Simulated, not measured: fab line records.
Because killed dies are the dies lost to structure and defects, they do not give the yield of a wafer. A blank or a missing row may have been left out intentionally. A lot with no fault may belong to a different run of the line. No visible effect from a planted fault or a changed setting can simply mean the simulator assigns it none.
What tool caused it?    flow n5 finfet    11 lots with 33 wafers sampled at 2 steps, on a route of 1938 steps

== WHAT THE GAUGES READ, wafer by wafer ==
N5_BEOL_M6_THK_MEAS_53: measures by xrf.
lot   measured      on             M6_THK (nm)
L485  day 8 15:44   film metro-02  80.3 81.7 80.6
L487  day 9 01:40   film metro-02  81.2 81.1 81.5
L489  day 10 01:46  film metro-01  76.2 77.8 75.5
L492  day 10 18:52  film metro-01  79.2 78.1 78.2
L495  day 11 19:57  film metro-02  80.6 79.9 79.7
L496  day 12 20:07  film metro-02  79.9 79.4 79.6
L497  day 12 20:42  film metro-02  82.0 79.6 80.7
L499  day 12 21:31  film metro-02  83.8 83.2 81.2
L500  day 13 05:30  film metro-02  79.3 80.3 80.2
L502  day 13 20:10  film metro-02  79.9 80.7 78.6
L503  day 13 20:11  film metro-01  80.5 80.5 80.5

N5_BEOL_M7_THK_MEAS_01.
lot   measured      on             M7_ILD_THK (nm)
L485  day 8 16:32   film metro-02  153.1 153.1 155.4
L487  day 9 02:34   film metro-02  154.3 155.4 157.9
L489  day 10 02:35  film metro-02  152.7 153.8 153.4
L492  day 10 20:41  film metro-02  150.8 153.6 156.4
L495  day 11 20:44  film metro-01  154.5 156.2 158.1
L496  day 12 20:54  film metro-01  156.3 157.4 158.4
L497  day 12 21:31  film metro-01  152.8 152.1 153.7
L499  day 12 22:20  film metro-01  152.2 154.5 152.8
L500  day 13 06:17  film metro-02  152.5 155.8 155.6
L502  day 13 20:56  film metro-01  154.6 154.2 154.2
L503  day 13 21:05  film metro-02  153.5 154.2 155.3

== WHAT TOOL EACH LOT RAN ON (gives the tool, then ch and the chambers of the sampled wafers, and finally the start) ==
No process step before these readings appears in the record.

== WHAT THE TOOLS THEMSELVES READ (means of the sampled wafers that have a number; where no wafer has one, the mark that the record gives instead) ==
The record holds no such reading with a usual standard deviation.

== THE ANSWER, worked out from the rows above alone ==
Rule: the lots themselves supply what counts as usual. Put in order of their means at a reading, lots are off if they are a third of the lots or fewer, leave a main group of 4 or more, and stand apart from it by a gap of 3 or more times the standard deviation of the main group's means; of several such gaps the widest counts. Not used: any main group whose means are identical at the precision the tables above print for the reading. Also off: a lot with no number at a reading for which 4 or more lots have one. Any other lot the step has rows for is counted as sound. Order of review: gauges by route order, followed by the tools' own readings, for which a lot's mean as printed above is used. The first step at which some lot is off is used, and at that step the reading that is off furthest; a lot without a number counts as furthest.
No lot is off at any reading shown: from this, nothing can be told.

== WHAT THE SIMULATOR HAD INSERTED ==
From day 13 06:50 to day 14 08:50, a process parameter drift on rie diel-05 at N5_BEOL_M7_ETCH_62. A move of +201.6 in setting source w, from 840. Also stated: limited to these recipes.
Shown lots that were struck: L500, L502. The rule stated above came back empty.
